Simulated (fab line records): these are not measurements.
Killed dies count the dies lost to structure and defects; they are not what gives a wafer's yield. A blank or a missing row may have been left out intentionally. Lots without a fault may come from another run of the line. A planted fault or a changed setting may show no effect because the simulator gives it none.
What tool caused it?	flow n5 finfet	10 lots, 30 wafers sampled, at 5 steps of a route of 1938

## WHAT THE GAUGES READ, wafer by wafer
N5_SDB_THK_MEAS_31. Usual: SDB_THK typically reads 64.2 nm, with standard deviation 1.3.
lot	measured	on	SDB_THK (nm)	flag
L231	day 4 00:38	film metro-02	64.2 62.5 62.8	
L233	day 4 11:12	film metro-01	63.8 64.2 64.1	
L234	day 4 16:25	film metro-02	62.3 64.1 63.7	
L237	day 5 13:48	film metro-01	64.0 64.5 64.8	
L239	day 6 05:56	film metro-02	63.3 63.0 63.1	
L242	day 6 23:35	film metro-02	65.9 64.9 64.5	
L244	day 7 07:05	film metro-01	63.8 64.8 64.4	
L250	day 8 19:54	film metro-01	65.5 66.3 64.9	
L251	day 9 02:17	film metro-02	63.2 64.9 63.8	
L252	day 9 05:01	film metro-01	64.2 65.3 64.7	

N5_HKMG_FIN_CD_MEAS_49: the cd target is 202 nm. Usual: 202.0 nm for cd nm, sd 0.63.
lot	measured	on	cd nm (nm)	flag
L231	day 4 02:31	cd sem-01	202.8 202.5 202.3	
L233	day 4 12:42	cd sem-03	202.9 203.0 202.3	
L234	day 4 18:10	cd sem-03	201.4 201.7 201.7	
L237	day 5 15:23	cd sem-01	202.2 202.2 202.3	
L239	day 6 08:22	cd sem-02	201.8 202.8 202.3	
L242	day 7 01:12	cd sem-02	202.0 202.5 201.3	
L244	day 7 08:50	cd sem-01	202.1 201.6 201.8	
L250	day 8 21:28	cd sem-02	202.0 201.7 202.2	
L251	day 9 03:50	cd sem-01	201.9 201.8 202.1	
L252	day 9 06:45	cd sem-02	202.2 202.3 201.7	

N5_BEOL_M4_RC_MEAS_101. Usual: DIBL_N 35.8 mV/V, standard deviation 1.7; DIBL_P 35.3 mV/V, standard deviation 2; IOFF_N 0.150 nA/um, standard deviation 0.026; IOFF_P 0.194 nA/um, standard deviation 0.029; ION_N 667 uA/um, standard deviation 11; ION_P 456 uA/um, standard deviation 7.1; SS_N 71.4 mV/dec, standard deviation 0.65; SS_P 73.1 mV/dec, standard deviation 0.64; VT_N 251 mV, standard deviation 3; VT_P -252 mV, standard deviation 3.2.
lot	measured	on	DIBL_N (mV/V)	DIBL_P (mV/V)	IOFF_N (nA/um)	IOFF_P (nA/um)	ION_N (uA/um)	ION_P (uA/um)	SS_N (mV/dec)	SS_P (mV/dec)	VT_N (mV)	VT_P (mV)	flag
L231	day 9 17:53	prober-01	36.5 32.5 35.6	36.8 32.0 36.5	0.156 0.103 0.150	0.193 0.136 0.190	678 649 675	461 447 466	72.2 70.9 71.2	73.0 71.8 74.1	253 258 250	-252 -258 -254	
L233	day 10 07:59	prober-02	36.1 36.0 37.7	36.4 36.0 37.8	0.148 0.150 0.173	0.197 0.196 0.228	663 671 666	452 462 457	71.0 71.1 72.4	73.3 73.4 74.0	252 253 247	-252 -255 -250	
L234	day 10 23:08	prober-02	36.3 35.5 35.1	39.2 38.0 37.0	0.181 0.148 0.158	0.208 0.189 0.186	679 659 675	459 453 458	71.7 72.0 71.8	73.6 73.9 72.7	248 249 252	-252 -253 -253	
L237	day 11 20:26	prober-02	34.8 35.6 34.6	34.4 35.2 33.4	0.118 0.126 0.110	0.165 0.167 0.152	659 649 638	450 448 445	70.4 71.1 70.9	72.9 72.2 72.4	254 254 257	-255 -256 -259	
L239	day 12 09:15	prober-01	36.8 36.0 36.3	35.8 34.6 36.0	0.160 0.148 0.154	0.220 0.216 0.232	670 672 666	466 463 463	71.6 71.1 71.7	73.3 73.3 73.3	251 250 250	-246 -245 -246	
L242	day 12 22:44	prober-02	37.4 32.9 36.3	38.0 32.1 35.2	0.163 0.104 0.139	0.246 0.162 0.201	681 668 664	466 461 467	70.8 70.4 70.6	73.6 72.0 72.2	250 254 253	-247 -252 -251	
L244	day 12 22:57	prober-01	35.4 36.5 36.5	34.1 35.8 34.9	0.146 0.153 0.155	0.177 0.193 0.184	670 656 661	454 447 453	71.3 72.2 71.7	72.7 72.5 73.5	251 251 251	-253 -252 -252	
L250	day 14 23:49	prober-01	36.1 38.2 34.3	35.1 36.6 31.9	0.165 0.209 0.121	0.231 0.262 0.186	666 691 652	467 470 458	71.9 71.8 70.9	72.7 73.3 72.6	245 243 251	-246 -244 -251	
L251	day 15 02:43	prober-01	33.6 33.7 33.3	33.6 32.3 32.0	0.139 0.123 0.122	0.173 0.147 0.149	664 652 652	454 452 445	70.7 70.9 70.9	72.6 71.9 72.5	250 254 251	-253 -257 -256	
L252	day 15 08:19	prober-01	34.3 36.6 34.5	34.8 37.6 35.9	0.117 0.153 0.129	0.170 0.217 0.184	668 666 674	463 458 463	70.9 71.9 71.3	73.4 73.2 73.1	255 253 252	-253 -251 -253	

## WHAT TOOL EACH LOT RAN ON (gives the tool, then ch and the chambers of the sampled wafers, and finally the start)
lot	N5_DUMMY_REMOVAL_STRIP_10	N5_HKMG_FIN_COAT_41
L231	rie diel-06 ch 1,2,3, day 4 00:47	litho track-03 ch 0, day 4 02:17
L233	rie diel-06 ch 1,3, day 4 11:19	litho track-03 ch 0, day 4 12:28
L234	rie diel-05 ch 1,2,3, day 4 16:31	litho track-02 ch 0, day 4 17:49
L237	rie diel-02 ch 0,1, day 5 13:54	litho track-04 ch 0, day 5 15:09
L239	rie diel-06 ch 0,1,3, day 6 06:01	litho track-02 ch 0, day 6 07:59
L242	rie diel-06 ch 0,1,2, day 6 23:41	litho track-02 ch 0, day 7 00:50
L244	rie diel-06 ch 0,1, day 7 07:11	litho track-04 ch 0, day 7 08:29
L250	rie diel-02 ch 1,2, day 8 20:00	litho track-04 ch 0, day 8 21:06
L251	rie diel-06 ch 0,2, day 9 02:23	litho track-04 ch 0, day 9 03:28
L252	rie diel-06 ch 0,3, day 9 05:07	litho track-03 ch 0, day 9 06:23
- N5_DUMMY_REMOVAL_STRIP_10: strips in N2/H2, time 40 s.
- N5_HKMG_FIN_COAT_41: time 60 s, resist thk 300 nm.

## AS READ BY THE TOOLS THEMSELVES (means over the sampled wafers that have a number; for cases with no such wafer, the mark the record gives instead)
N5_DUMMY_REMOVAL_STRIP_10. Usual: drypump motor current A 5.9 A, standard deviation 0.47; oes product au 0.79 a.u., standard deviation 0.092; rf vpp V 45.4 V, standard deviation 0.83; showerhead plenum p Torr 3.37 Torr, standard deviation 0.14; throttle valve pct 12.33 %, standard deviation 0.19.
lot	tool	drypump motor current A (A)	oes product au (a.u.)	rf vpp V (V)	showerhead plenum p Torr (Torr)	throttle valve pct (%)	flag
L231	rie diel-06	6.2	0.73	45.0	3.35	12.52	
L233	rie diel-06	6.3	0.77	45.3	3.31	12.47	
L234	rie diel-05	5.6	0.75	45.3	3.47	12.34	
L237	rie diel-02	6.3	0.78	45.2	3.52	12.14	
L239	rie diel-06	5.9	0.76	45.5	3.24	12.43	
L242	rie diel-06	6.0	0.84	45.2	3.32	12.31	
L244	rie diel-06	6.1	0.77	46.2	3.28	12.47	
L250	rie diel-02	6.2	0.87	45.7	3.48	12.07	
L251	rie diel-06	5.8	0.86	45.6	3.34	12.19	
L252	rie diel-06	5.8	0.72	45.0	3.18	12.46	

N5_HKMG_FIN_COAT_41. Usual: 1500.0 rpm for spin speed rpm, sd 1.2.
lot	tool	spin speed rpm (rpm)	flag
L231	litho track-03	1500.4	
L233	litho track-03	1501.7	
L234	litho track-02	1499.1	
L237	litho track-04	1499.4	
L239	litho track-02	1499.7	
L242	litho track-02	1499.9	
L244	litho track-04	1500.2	
L250	litho track-04	1812.8	OFF
L251	litho track-04	1812.6	OFF
L252	litho track-03	1500.0	

## THE ANSWER, worked out from the rows above alone
Rule: take the mean of a lot's wafers that have a number; if it is more than 3 standard deviations from the usual mean, the lot is off. Also off: a lot with no number at a reading for which 4 or more lots have one. Where the step has rows for the other lots, those lots are counted as sound. The gauges are gone through in route order, then the tools' own readings, and for those a lot's mean is taken as printed above. The first step at which some lot is off is used, and at that step the reading that is off furthest; a lot without a number counts as furthest.
Off: L250, L251 (N5_HKMG_FIN_COAT_41, spin speed rpm).
A tool fits if, at that step or a process step before it, it ran every lot that is off, and no sound lot after the first of them. One fits: litho track-04 at N5_HKMG_FIN_COAT_41. Its last sound lot is L244 (day 7 08:29), its first lot that is off L250 (day 8 21:06): a fault that began between those two fits.
On the lots that are off, the tool's own readings at N5_HKMG_FIN_COAT_41 differ by more than 5 times the standard deviation of the sound lots' means, which bears it out; spin speed rpm reads 1812.7 rpm there versus 1500.0 rpm on the sound lots.

## WHAT WAS PUT IN BY THE SIMULATOR
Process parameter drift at N5_HKMG_FIN_COAT_41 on litho track-04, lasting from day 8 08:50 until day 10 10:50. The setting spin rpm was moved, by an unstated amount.
Lots struck among those shown: L250, L251. Same finding as the rule above.
